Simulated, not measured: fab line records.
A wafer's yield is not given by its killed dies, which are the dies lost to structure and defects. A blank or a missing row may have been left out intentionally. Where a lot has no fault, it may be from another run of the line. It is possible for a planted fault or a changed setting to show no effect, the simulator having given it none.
Struck lot and sound lot, side by side :: flow n5-finfet :: 37 steps out of a route of 1938
Sound: these wafers, L315.1, L315.3, L315.6. Struck: wafers L326.2, L326.4 (left out: L326.6, a lot-mate that was not struck); the cause follows at the end.
At each step with rows: each side's tool, then ch and its chambers, then its first start. Under that, the readings that differ: sound wafers :: struck wafers :: difference of the means :: sigmas: that difference in standard deviations of wafers without a fault.
alike: a reading whose means differ by less than 2 such deviations, as well as words and numbers matching on both sides. not compared: withheld readings; readings where some wafer has no value; bounds like >300 that might hide an equal value; numbers whose values overlap and for which the record gives no deviation.
The two part at a step that has a row with sigmas, a row that says differs or no value, or rows on one side only. Numbers that don't overlap but have no deviation are shown without sigmas and don't part them. Lack of a reading on every wafer of one side parts them only where that side has two or more wafers.

first, 9 steps without rows for these wafers: N5_MOL_CONTACT_COAG_PRECLEAN_127 (cleans in DIW, time 57.5 s); N5_MOL_CONTACT_COAG_SRD_128 (dry time 32 s); N5_MOL_CONTACT_COAG_CMP_52 (polishes, stops on SiO2, t overpolish 1.5 s, target thk 66.5 nm); N5_MOL_CONTACT_COAG_ANNEAL_112 (time 1800 s); N5_BEOL_M0_SAQP_PECVD_00 (deposits SiCN from 3MS/NH3, target thk 8 nm, time 14 s); N5_BEOL_M0_SAQP_ILD_DEP_01 (deposits SiOC from DEMS/O2, target thk 45.419 nm, time 8.7 s); N5_BEOL_M0_SAQP_HM_DEP_02 (deposits TiN, target thk 12 nm); N5_BEOL_M0_SAQP_PECVD_03 (deposits SiCN from 3MS/NH3, target thk 12 nm, time 21.1 s); N5_BEOL_M0_SAQP_PECVD_96 (deposits a-Si from SiH4/He, target thk 45 nm, time 45.2 s).
N5_BEOL_M0_SAQP_PECVD_97: deposits SiNx from SiH4/NH3/N2, target thk 23 nm, time 19.9 s.
  sound on pecvd-02 ch 0,1, day 6 06:58; struck on pecvd-02 ch 2, day 9 02:26
reading: model.SiNx_of_BEOL_M0_SAQP_PECVD_97.thk-nm (nm)
sound: 23 23.2 23
struck: 21.6 21.6
difference: -1.5
sigmas: 
  alike: heater-power-w, showerhead-plenum-p-Torr, throttle-valve-pct
then, 24 steps without rows for these wafers: N5_BEOL_M0_SAQP_PECVD_04 (deposits a-Si from SiH4/He, target thk 60 nm, time 60.2 s); N5_BEOL_M0_SAQP_HM_DEP_111 (deposits SiO2 from SiH4/N2O, target thk 12 nm, time 7.2 s); N5_BEOL_M0_SAQP_COAT_81 (time 60 s, resist thk 100 nm); N5_BEOL_M0_SAQP_COAT_82 (time 60 s, resist thk 30 nm); N5_BEOL_M0_SAQP_COAT_08 (resist thk 90 nm); N5_BEOL_M0_SAQP_EBR_10; N5_BEOL_M0_SAQP_SOFTBAKE_09 (time 60 s); N5_BEOL_M0_SAQP_EXPOSE_11 (exposes mask M0 CORE, target cd 42 nm); N5_BEOL_M0_SAQP_PEB_12 (peb time 60 s); N5_BEOL_M0_SAQP_DEVELOP_13 (develop time 30 s); N5_BEOL_M0_SAQP_DESCUM_19 (chemistry O2, time 7.9 s); N5_BEOL_M0_SAQP_ETCH_83 (etches SiARC in CF4, target depth 39 nm, time 65 s); N5_BEOL_M0_SAQP_ETCH_84 (etches SOC in N2/H2, target depth 100 nm, overetch 20 nm, time 150 s); N5_BEOL_M0_SAQP_STRIP_80 (strips in N2/H2); N5_BEOL_M0_SAQP_HM_OPEN_112 (chemistry CHF3/O2, target SiO2, stops on a-Si, target depth 12 nm, time 13.5 s); N5_BEOL_M0_SAQP_STRIP_113 (strips in CHF3/O2); N5_BEOL_M0_SAQP_MANDREL_ETCH_20 (etches a-Si in HBr/Cl2, stops on SiNx, target depth 60 nm, bt time 10 s, time 30 s); N5_BEOL_M0_SAQP_STRIP_86 (strips in N2/H2); N5_BEOL_M0_SAQP_STRIP_115 (strips in post etch residue remover, time 60 s); N5_BEOL_M0_SAQP_SRD_93 (time 30 s); N5_BEOL_M0_SAQP_RECESS_114 (chemistry HF/NH3, target SiO2, target depth 14.4 nm, afs cycles 3, sublimation time 60 s); N5_BEOL_M0_SAQP_SPACER1_ALD_98 (deposits SiO2, target thk 12.8 nm, pulse time 1 s, purge time 2 s); N5_BEOL_M0_SAQP_SPACER1_ETCHBACK_99 (etches SiO2 in CHF3/O2, target depth 15.4 nm, time 7.7 s); N5_BEOL_M0_SAQP_MANDREL1_REMOVE_100 (chemistry HBr/Cl2/O2, target a-Si, stops on SiNx, bt time 10 s).
N5_BEOL_M0_SAQP_ETCH_106: etches SOC in N2/H2, stops on SiNx, target depth 150 nm.
  sound on rie-diel-05 ch 1,2, day 6 09:49; struck on rie-diel-03 ch 1,3, day 9 05:32
reading: showerhead-plenum-p-Torr (Torr)
sound: 2.65 2.63 2.65
struck: 2.52 2.48
difference: -0.14
sigmas: -2

reading: model.SiNx_of_BEOL_M0_SAQP_PECVD_97.thk-nm (nm)
sound: 15.2 15.6 15.4
struck: 13.8 13.8
difference: -1.6
sigmas: 
  alike: chamber-pressure-mTorr, drypump-motor-current-A, oes-product-au, rf-vpp-V, throttle-valve-pct
  not compared: rf-hours-counter-h
-- record jumps: 3 days separate the struck wafers' starts on either side; left off in module BEOL_M0_SAQP, taken up again in module BEOL_M4, whose first shown step is the route's number 1111 --
N5_BEOL_M4_RC_MEAS_101:
  sound on prober-02 ch 0, day 8 21:07; struck on prober-02 ch 0, day 11 21:48
  alike: DIBL_N, DIBL_P, IOFF_N, IOFF_P, ION_N, ION_P, SS_N, SS_P, VT_N, VT_P
-- record jumps: 5 days separate the struck wafers' starts on either side; left off in module BEOL_M4, taken up again in module PASSIVATION, whose first shown step is the route's number 1936 --
N5_PASSIVATION_PROBE_49:
  struck on prober-02, day 16 13:08; sound on prober-02, day 13 10:39
  alike: defect-limited-yield, killed_at_M0_to_M3, killed_at_M4_up, killed-at-contacts, killed-at-front-end, killed-at-other, killed-dies, killed-open, killed-short, sort_bin_5_function, sort_bin_6_memory, sort-n-pass, sort-yield-pct

## WHERE THEY PART
Only at N5_BEOL_M0_SAQP_ETCH_106, as far as this record shows. Later steps at which nothing parts them and some readings are alike: N5_BEOL_M4_RC_MEAS_101, N5_PASSIVATION_PROBE_49.

WHY: what the simulator had put in
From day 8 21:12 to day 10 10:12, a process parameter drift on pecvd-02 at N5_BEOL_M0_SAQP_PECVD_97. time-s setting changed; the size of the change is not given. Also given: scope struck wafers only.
